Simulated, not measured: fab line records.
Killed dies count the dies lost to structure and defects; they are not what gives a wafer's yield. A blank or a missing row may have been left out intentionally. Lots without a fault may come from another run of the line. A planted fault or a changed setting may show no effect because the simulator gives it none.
Matching of chambers / flow n5 finfet / N5_BEOL_M5_DESCUM_33 on rie diel-02 has 4 sister chambers
The step chemistry O2, time 7 s. 16 wafers are shown with their chamber, then 8 later ones without.

== WAFERS PAIRED WITH THEIR CHAMBERS ==
wafer=L245.2; chamber=2; showerhead plenum p Torr (Torr)=2.09; throttle valve pct (%)=20.50; oes product au (a.u.)=0.73
wafer=L245.3; chamber=0; showerhead plenum p Torr (Torr)=2.02; throttle valve pct (%)=20.28; oes product au (a.u.)=0.80
wafer=L245.5; chamber=3; showerhead plenum p Torr (Torr)=1.96; throttle valve pct (%)=20.38; oes product au (a.u.)=0.74
wafer=L249.1; chamber=0; showerhead plenum p Torr (Torr)=2.02; throttle valve pct (%)=20.29; oes product au (a.u.)=0.80
wafer=L249.3; chamber=3; showerhead plenum p Torr (Torr)=1.96; throttle valve pct (%)=20.39; oes product au (a.u.)=0.73
wafer=L249.6; chamber=2; showerhead plenum p Torr (Torr)=2.09; throttle valve pct (%)=20.51; oes product au (a.u.)=0.73
wafer=L248.1; chamber=3; showerhead plenum p Torr (Torr)=1.96; throttle valve pct (%)=20.39; oes product au (a.u.)=0.72
wafer=L248.4; chamber=1; showerhead plenum p Torr (Torr)=2.20; throttle valve pct (%)=20.16; oes product au (a.u.)=0.83
wafer=L248.5; chamber=2; showerhead plenum p Torr (Torr)=2.09; throttle valve pct (%)=20.50; oes product au (a.u.)=0.73
wafer=L253.2; chamber=2; showerhead plenum p Torr (Torr)=2.09; throttle valve pct (%)=20.52; oes product au (a.u.)=0.72
wafer=L253.4; chamber=3; showerhead plenum p Torr (Torr)=1.95; throttle valve pct (%)=20.41; oes product au (a.u.)=0.72
wafer=L253.5; chamber=2; showerhead plenum p Torr (Torr)=2.09; throttle valve pct (%)=20.51; oes product au (a.u.)=0.72
wafer=L252.2; chamber=0; showerhead plenum p Torr (Torr)=2.02; throttle valve pct (%)=20.31; oes product au (a.u.)=0.80
wafer=L252.3; chamber=3; showerhead plenum p Torr (Torr)=1.95; throttle valve pct (%)=20.39; oes product au (a.u.)=0.72
wafer=L252.4; chamber=2; showerhead plenum p Torr (Torr)=2.09; throttle valve pct (%)=20.51; oes product au (a.u.)=0.72
wafer=L258.1; chamber=0; showerhead plenum p Torr (Torr)=2.02; throttle valve pct (%)=20.33; oes product au (a.u.)=0.78

SIGNATURES (averages over the wafers above)
reading=showerhead plenum p Torr; chamber 0=2.0200; chamber 1=2.2000; chamber 2=2.0900; chamber 3=1.9560; scatter within a chamber=0.00316
reading=throttle valve pct; chamber 0=20.3025; chamber 1=20.1600; chamber 2=20.5083; chamber 3=20.3920; scatter within a chamber=0.0137
reading=oes product au; chamber 0=0.7950; chamber 1=0.8300; chamber 2=0.7250; chamber 3=0.7260; scatter within a chamber=0.00801
Rule: for each reading, subtract the chamber's mean from the wafer's reading, divide by that reading's scatter and square the result; add these up over the readings and take the root, which gives the wafer's distance from the chamber. The wafer belongs to the nearest chamber; if the next one is less than 2 further off, it can't be placed. The scatter: the root of (the sum of the squares of (reading less its chamber's mean) over the shown wafers, divided by (wafers less chambers)).

== WAFERS WITH NO CHAMBER GIVEN ==
wafer=L258.2; showerhead plenum p Torr (Torr)=1.95; throttle valve pct (%)=20.43; oes product au (a.u.)=0.71
wafer=L258.4; showerhead plenum p Torr (Torr)=2.19; throttle valve pct (%)=20.21; oes product au (a.u.)=0.82
wafer=L257.2; showerhead plenum p Torr (Torr)=2.08; throttle valve pct (%)=20.55; oes product au (a.u.)=0.70
wafer=L257.4; showerhead plenum p Torr (Torr)=2.19; throttle valve pct (%)=20.21; oes product au (a.u.)=0.81
wafer=L257.6; showerhead plenum p Torr (Torr)=2.01; throttle valve pct (%)=20.33; oes product au (a.u.)=0.78
wafer=L267.2; showerhead plenum p Torr (Torr)=2.01; throttle valve pct (%)=20.35; oes product au (a.u.)=0.77
wafer=L267.3; showerhead plenum p Torr (Torr)=2.08; throttle valve pct (%)=20.56; oes product au (a.u.)=0.70
wafer=L267.4; showerhead plenum p Torr (Torr)=2.19; throttle valve pct (%)=20.22; oes product au (a.u.)=0.80

== EACH ONE'S CHAMBER ==
wafer=L258.2; from the rows above=3; in truth=3
wafer=L258.4; from the rows above=1; in truth=1
wafer=L257.2; from the rows above=2; in truth=2
wafer=L257.4; from the rows above=1; in truth=1
wafer=L257.6; from the rows above=0; in truth=0
wafer=L267.2; from the rows above=0; in truth=0
wafer=L267.3; from the rows above=2; in truth=2
wafer=L267.4; from the rows above=1; in truth=1
Correct placement for 8 of the 8. Number that these rows cannot place: 0. Number placed wrongly: 0.
